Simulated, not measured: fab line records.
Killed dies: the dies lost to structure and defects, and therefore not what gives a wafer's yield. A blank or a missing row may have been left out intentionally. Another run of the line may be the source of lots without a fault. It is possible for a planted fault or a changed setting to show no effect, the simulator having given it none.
Matching of chambers + flow n5 finfet + 4 sister chambers for N5_SDB_ETCH_18 on rie diel-05
The step etches SOC in N2/H2, target depth 100 nm, overetch 20 nm, time 150 s. 14 wafers are shown with their chamber, then 7 later ones without.

WAFERS WITH THEIR CHAMBER
| wafer  | chamber | throttle valve pct (%) | oes product au (a.u.) | rf vpp V (V) |
|--------|---------|------------------------|-----------------------|--------------|
| L074.3 | 2       | 17.67                  | 0.66                  | 526.3        |
| L074.5 | 1       | 17.59                  | 0.86                  | 523.9        |
| L074.6 | 2       | 17.68                  | 0.66                  | 525.5        |
| L077.1 | 2       | 17.67                  | 0.66                  | 527.1        |
| L077.4 | 3       | 18.35                  | 0.61                  | 524.0        |
| L077.6 | 1       | 17.60                  | 0.84                  | 521.1        |
| L078.1 | 3       | 18.35                  | 0.61                  | 521.2        |
| L078.5 | 3       | 18.33                  | 0.61                  | 523.3        |
| L078.6 | 0       | 17.80                  | 0.63                  | 517.7        |
| L079.1 | 2       | 17.69                  | 0.66                  | 526.3        |
| L079.2 | 0       | 17.81                  | 0.63                  | 520.3        |
| L079.3 | 1       | 17.60                  | 0.82                  | 521.7        |
| L084.2 | 2       | 17.67                  | 0.65                  | 526.5        |
| L084.3 | 1       | 17.61                  | 0.79                  | 523.2        |

SIGNATURES, as means of the wafers listed above
| reading            | chamber 0 | chamber 1 | chamber 2 | chamber 3 | scatter within a chamber |
|--------------------|-----------|-----------|-----------|-----------|--------------------------|
| throttle valve pct | 17.8050   | 17.6000   | 17.6760   | 18.3433   | 0.00915                  |
| oes product au     | 0.6300    | 0.8275    | 0.6580    | 0.6100    | 0.0166                   |
| rf vpp V           | 519.000   | 522.475   | 526.340   | 522.833   | 1.18                     |
Rule: distance of a wafer from a chamber = root of the sum over the readings of ((wafer's reading minus chamber's mean) / reading's scatter) squared. If the next closest chamber is less than 2 further off than the closest, the wafer can't be placed; otherwise it belongs to the closest. The scatter is the square root of a quotient: the sum, over the shown wafers, of each reading's squared deviation from its chamber's mean, divided by wafers minus chambers.

WAFERS WHOSE CHAMBER IS MISSING
| wafer  | throttle valve pct (%) | oes product au (a.u.) | rf vpp V (V) |
|--------|------------------------|-----------------------|--------------|
| L084.4 | 18.36                  | 0.61                  | 522.3        |
| L088.2 | 17.72                  | 0.64                  | 526.2        |
| L088.4 | 17.84                  | 0.62                  | 520.3        |
| L088.5 | 17.63                  | 0.78                  | 522.6        |
| L095.3 | 17.67                  | 0.76                  | 521.5        |
| L095.5 | 17.65                  | 0.76                  | 522.6        |
| L095.6 | 17.87                  | 0.60                  | 518.7        |

WHICH CHAMBER EACH WENT THROUGH
| wafer  | from the rows above     | in truth |
|--------|-------------------------|----------|
| L084.4 | 3                       | 3        |
| L088.2 | 2                       | 2        |
| L088.4 | 0                       | 0        |
| L088.5 | 1                       | 1        |
| L095.3 | can't be placed: 2 or 1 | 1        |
| L095.5 | can't be placed: 1 or 2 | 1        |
| L095.6 | 0                       | 0        |
Placed correctly: 5 of 7. These rows do not allow placing 2 (true chamber among the candidates in 2). Wrongly placed: 0.
